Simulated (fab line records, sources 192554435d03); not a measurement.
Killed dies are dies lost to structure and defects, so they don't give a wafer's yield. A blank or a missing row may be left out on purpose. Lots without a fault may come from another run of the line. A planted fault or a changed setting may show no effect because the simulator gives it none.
A struck lot beside a sound one | flow n5_finfet | 44 steps out of a route of 1938
Sound: wafers L638.3, L638.4, L638.5. Struck: wafers L644.2, L644.4. (L644.1 of the same lot was not struck and is left out.) The cause comes at the end.
At each step with rows: each side's tool, then ch and its chambers, then its first start. Under that, the readings that differ: sound wafers | struck wafers | difference of the means | sigmas: that difference in standard deviations of wafers without a fault.
alike: readings whose means differ by less than 2 such deviations, and words and numbers that are the same on both sides. not compared: withheld readings, readings that some wafer has no value for, bounds like >300 that may hide the same value, and numbers for which the record gives no deviation and whose values overlap.
The two part at a step that has a row with sigmas, a row that says differs or no value, or rows on one side only. Numbers that don't overlap but have no deviation are shown without sigmas and don't part them. A reading that every wafer of one side lacks parts them only if that side has two wafers or more.

first, 6 steps without rows for these wafers: N5_FIN_SAQP_MANDREL_ETCH_22 (etches a-Si in HBr/Cl2, stops on SiNx, target depth 60 nm, bt time 10 s, time 30 s); N5_FIN_SAQP_STRIP_55 (strips in N2/H2); N5_FIN_SAQP_STRIP_23 (strips in SPM, time 750 s); N5_FIN_SAQP_SRD_66 (time 30 s); N5_FIN_SAQP_RECESS_75 (chemistry HF/NH3, target SiO2, target depth 14.4 nm, afs cycles 3, sublimation time 60 s); N5_FIN_SAQP_SPACER1_ALD_24 (deposits SiO2, target thk 20.3 nm, pulse time 1 s, purge time 2 s).
N5_FIN_SAQP_SPACER1_ETCHBACK_25: etches SiO2 in CHF3/O2, target depth 24.4 nm, time 12.2 s.
  sound on rie_diel-04 ch 2,3, day 4 17:37; struck on rie_diel-04 ch 1,2, day 6 05:34
  alike: drypump_motor_current_A, oes_product_au, rf_vpp_V, showerhead_plenum_p_Torr, throttle_valve_pct
  not compared: rf_hours_counter_h
then, 1 step without rows for these wafers: N5_FIN_SAQP_MANDREL1_REMOVE_56 (chemistry HBr/Cl2/O2, target a-Si, stops on SiNx, bt time 10 s).
N5_FIN_SAQP_CD_MEAS_27: target cd 20 nm.
  sound on cd_sem-01 ch 0, day 4 17:50; struck on cd_sem-03 ch 0, day 6 05:46
  alike: cd_nm
N5_FIN_SAQP_ETCH_57: etches SiNx in CH3F/O2, target depth 32.5 nm, time 46.4 s.
  sound on rie_diel-04 ch 0,3, day 4 17:57; struck on rie_diel-04 ch 2, day 6 05:49
  alike: drypump_motor_current_A, etch_rf_on_time_s, oes_product_au, rf_vpp_V, showerhead_plenum_p_Torr, throttle_valve_pct
  not compared: rf_hours_counter_h
then, 2 steps without rows for these wafers: N5_FIN_SAQP_ETCH_65 (etches SiO2 in CF4, target depth 4 nm, time 4.4 s); N5_FIN_SAQP_MANDREL_ETCH_58 (etches a-Si in HBr/Cl2, stops on SiNx, target depth 45 nm, bt time 10 s, time 27 s).
N5_FIN_SAQP_RECESS_63: chemistry HF/NH3, target SiO2, target depth 18 nm, afs cycles 3, sublimation time 60 s.
  sound on vapor_etch-02 ch 0,1, day 4 18:17; struck on vapor_etch-02 ch 0, day 6 06:02
  alike: drypump_motor_current_A, temp_c
then, 4 steps without rows for these wafers: N5_FIN_SAQP_COAT_68 (time 60 s, resist thk 100 nm); N5_FIN_SAQP_ETCH_69 (etches SOC in N2/H2, stops on SiNx, target depth 150 nm); N5_FIN_SAQP_ETCH_67 (etches SiNx in CH3F/O2, target depth 30 nm); N5_FIN_SAQP_STRIP_70 (strips in N2/H2).
N5_FIN_SAQP_RECESS_71: chemistry HF/NH3, target SiO2, target depth 3 nm, afs cycles 1, sublimation time 60 s.
  sound on vapor_etch-01 ch 0,1, day 4 18:49; struck on vapor_etch-02 ch 1, day 6 06:39
  reading    | sound             | struck      | difference | sigmas
  temp_c (C) | 30.19 29.89 30.24 | 29.89 29.79 | -0.27      | -2
  alike: drypump_motor_current_A
then, 3 steps without rows for these wafers: N5_FIN_SAQP_SPACER2_ALD_28 (deposits SiO2, target thk 8.1 nm, pulse time 1 s, purge time 2 s); N5_FIN_SAQP_SPACER2_ETCHBACK_29 (etches SiO2 in CHF3/O2, target depth 12.2 nm, time 6.1 s); N5_FIN_SAQP_MANDREL2_REMOVE_60 (chemistry HBr/Cl2/O2, target a-Si, stops on SiNx, bt time 10 s).
N5_FIN_SAQP_CD_MEAS_31: target cd 8 nm.
  sound on cd_sem-02 ch 0, day 4 19:27; struck on cd_sem-02 ch 0, day 6 07:50
  alike: cd_nm
then, 1 step without rows for these wafers: N5_FIN_SAQP_HM_OPEN_33 (chemistry CH3F/O2, target SiNx, target depth 49.4 nm, time 70.6 s).
N5_FIN_SAQP_ETCH_34: etches SiO2 in C4F6/O2, target depth 45 nm, time 15 s.
  sound on rie_diel-04 ch 0,1,2, day 4 19:36; struck on rie_diel-01 ch 2,3, day 6 07:58
  reading                         | sound             | struck      | difference | sigmas
  etch_rf_on_time_s (s)           | 15.30 15.12 15.23 | 14.70 14.68 | -0.53      | -2
  showerhead_plenum_p_Torr (Torr) | 2.67 2.82 2.92    | 3.04 3.00   | +0.22      | +2
  alike: drypump_motor_current_A, oes_product_au, rf_vpp_V, throttle_valve_pct
  not compared: rf_hours_counter_h
N5_FIN_SAQP_STRIP_77: strips in N2/H2, time 90 s.
  sound on rie_diel-04 ch 0,1,2, day 4 19:37; struck on rie_diel-01 ch 2,3, day 6 07:59
  reading                         | sound          | struck    | difference | sigmas
  showerhead_plenum_p_Torr (Torr) | 3.21 3.31 3.47 | 3.60 3.59 | +0.26      | +2
  alike: drypump_motor_current_A, oes_product_au, rf_vpp_V, temp_c, throttle_valve_pct
  not compared: rf_hours_counter_h
N5_FIN_SAQP_HM_CD_35: target cd 8 nm.
  sound on cd_sem-03, day 4 19:45; struck on cd_sem-02, day 6 08:07
  alike: cd_nm
then, 2 steps without rows for these wafers: N5_FIN_SAQP_ETCH_64 (etches SiO2 in CF4, target depth 1.5 nm); N5_FIN_SAQP_FIN_ETCH_36 (etches the open film in HBr/Cl2/O2, target depth 120 nm, time 50.4 s).
N5_FIN_SAQP_CD_MEAS_37: target cd 8 nm.
  sound on cd_sem-01, day 4 19:56; struck on cd_sem-03, day 6 08:18
  alike: cd_nm
then, 3 steps without rows for these wafers: N5_FIN_SAQP_PRECLEAN_38 (cleans in O3/DIW, time 45 s); N5_FIN_SAQP_PRECLEAN_45 (cleans in dHF, time 10 s); N5_FIN_SAQP_SRD_39 (time 30 s).
N5_FIN_SAQP_OCD_MEAS_76:
  sound on ocd-01, day 4 20:02; struck on ocd-02, day 6 08:24
  alike: trench_depth_nm
N5_FIN_SAQP_INSPECT_40: inspects for defects (brightfield).
  sound on defect_inspect-02, day 4 20:04; struck on defect_inspect-01, day 6 08:26
  reading          | sound       | struck  | difference | sigmas
  raw_defect_count | 153 207 127 | 578 656 | +455       | +7
then, 8 steps without rows for these wafers: N5_FIN_CUT_COAT_18 (time 60 s, resist thk 230 nm); N5_FIN_CUT_COAT_19 (time 60 s, resist thk 20 nm); N5_FIN_CUT_COAT_29 (time 60 s, resist thk 10 nm); N5_FIN_CUT_COAT_02 (resist thk 30 nm); N5_FIN_CUT_EBR_04; N5_FIN_CUT_SOFTBAKE_03 (time 60 s); N5_FIN_CUT_EXPOSE_05 (exposes mask FIN CUT); N5_FIN_CUT_PEB_06 (peb time 60 s).
N5_FIN_CUT_INSPECT_10: inspects for defects (brightfield).
  sound on defect_inspect-01, day 4 20:28; struck on defect_inspect-02, day 6 08:49
  reading          | sound    | struck  | difference | sigmas
  raw_defect_count | 28 40 16 | 419 467 | +415       | +35
-- the record jumps here: 11 days lie between the struck wafers' starts before and after (it left off in module FIN_CUT and takes up again in module PASSIVATION, whose first step shown is number 1936 of the route) --
N5_PASSIVATION_PROBE_49:
  the record has rows for the struck wafers here (prober-01, day 17 14:13) and none for the sound ones

WHERE THEY PART
First at N5_FIN_SAQP_RECESS_71; last, within this record, at N5_PASSIVATION_PROBE_49.

WHY: what the simulator had put in
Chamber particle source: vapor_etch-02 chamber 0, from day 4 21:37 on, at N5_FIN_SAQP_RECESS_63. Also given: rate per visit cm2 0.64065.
